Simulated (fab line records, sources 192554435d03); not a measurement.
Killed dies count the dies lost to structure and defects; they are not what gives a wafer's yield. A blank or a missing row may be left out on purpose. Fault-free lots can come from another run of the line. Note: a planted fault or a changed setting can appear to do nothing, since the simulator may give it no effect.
Problem report, 8D (eight disciplines) form, completed by code ; flow n5-finfet ; the parts of the form that need people (team, actions taken, sign-off) are left out

== 1. PROBLEM STATEMENT ==
Mean of bias-w at N5_BEOL_M8_VIA_ETCH_34: 191.7 W across 3 wafers in 2 lots; on wafers with no fault it is 185.0 W (standard deviation 0.55). That is +12 standard deviations from the usual mean.
The step: etches SiCOH lowk in C4F6/O2, target depth 125.5 nm, time 50.5 s.
First observed at day 13 07:03: wafer L309.2, on rie-diel-06. The record has a number at this step for 18 wafers belonging to 6 lots. Rule for "out" (also "out of limits"): further than 4 standard deviations from the usual mean. All remaining wafers that have a number are taken as sound.

== 2. WHAT IT IS; WHAT IT IS NOT ==
question;is;is not
which readings at this step;bias-w;C4F6_flow_sccm, drypump-motor-current-A, oes-product-au, showerhead-plenum-p-Torr, throttle-valve-pct
which lots;L309, L310;L298, L307, L315, L319
which wafers of those lots;L309.2, L309.5, L310.3;L309.6, L310.2, L310.6
read on which tools;rie-diel-06;rie-diel-02, rie-diel-03
when;from day 13 07:03;"up to then (7 sound wafers); but 8 sound wafers of L310, L315, L319 came after"

== 3. WHAT RULES OUT EACH SUSPECT ==
Counting: if a tool at a process step up to the reading ran every lot that is out, it stays a suspect. Sound lots after the first of them don't rule it out here, since some wafers of a struck lot are sound.
- rie-diel-06 at N5_BEOL_M8_DESCUM_33 (chemistry O2, time 7 s): kept. It ran every lot that is out, first L309 (day 13 06:52); its last sound lot up to then is L307 (day 12 04:50).
- rie-diel-06 at N5_BEOL_M8_ETCH_72 (etches underlayer in N2/H2, target depth 6.5 nm, time 5.2 s): kept. It ran every lot that is out, first L309 (day 13 06:55); its last sound lot up to then is L307 (day 12 04:52).
- rie-diel-06 at N5_BEOL_M8_ETCH_65 (etches SiARC in CF4, target depth 15.6 nm, time 26 s): kept. It ran every lot that is out, first L309 (day 13 06:55); its last sound lot up to then is L307 (day 12 04:53).
- rie-diel-06 at N5_BEOL_M8_ETCH_66 (etches SOC in N2/H2, target depth 80 nm, overetch 16 nm, time 120 s): kept. It ran every lot that is out, first L309 (day 13 06:57); its last sound lot up to then is L307 (day 12 04:55).
- rie-diel-06 at N5_BEOL_M8_VIA_ETCH_34 (etches SiCOH lowk in C4F6/O2, target depth 125.5 nm, time 50.5 s): kept. It ran every lot that is out, first L309 (day 13 07:03); its last sound lot up to then is L307 (day 12 05:01). Its own bias-w readings are out on those wafers.
- Within rie-diel-06 at N5_BEOL_M8_DESCUM_33: the wafers that are out ran in chamber 2; their sound lot-mates ran in chambers 0, 3.
- Within rie-diel-06 at N5_BEOL_M8_ETCH_72: the wafers that are out ran in chamber 2; their sound lot-mates ran in chambers 0, 3.
- Within rie-diel-06 at N5_BEOL_M8_ETCH_65: the wafers that are out ran in chamber 2; their sound lot-mates ran in chambers 0, 3.
- Within rie-diel-06 at N5_BEOL_M8_ETCH_66: the wafers that are out ran in chamber 2; their sound lot-mates ran in chambers 0, 3.
- Within rie-diel-06 at N5_BEOL_M8_VIA_ETCH_34: the wafers that are out ran in chamber 2; their sound lot-mates ran in chambers 0, 3.
Left after counting: rie-diel-06 at N5_BEOL_M8_DESCUM_33, rie-diel-06 at N5_BEOL_M8_ETCH_72, rie-diel-06 at N5_BEOL_M8_ETCH_65, rie-diel-06 at N5_BEOL_M8_ETCH_66, rie-diel-06 at N5_BEOL_M8_VIA_ETCH_34.

== 4. THE CAUSE (what the simulator had put in) ==
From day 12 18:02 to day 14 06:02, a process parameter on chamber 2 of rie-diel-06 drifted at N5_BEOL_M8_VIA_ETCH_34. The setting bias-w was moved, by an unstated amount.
This tool is one of the 5 suspects left after counting.

== 5. SEQUENCE OF EFFECTS, ordered by route ==
Each row: a reading where the mean over the struck wafers with a number is more than 3 standard deviations away from the usual. Scope: only readings with a usual standard deviation given in the record; hours: median across lots of the time from each lot's start at the first step in this table that gives one to its start at this step; sigmas: change in usual standard deviations.
hours;step;reading;usual;on struck wafers;change;sigmas
0;N5_BEOL_M8_VIA_ETCH_34;bias-w;185.0 W;191.7;+6.7;+12
It contains these process steps:
- N5_BEOL_M8_VIA_ETCH_34: etches SiCOH lowk in C4F6/O2, target depth 125.5 nm, time 50.5 s.

== 6. WHAT WOULD HAVE CAUGHT IT SOONER ==
In this record the first reading out of limits was taken at day 13 07:03, 13 hours after the fault began at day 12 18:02.
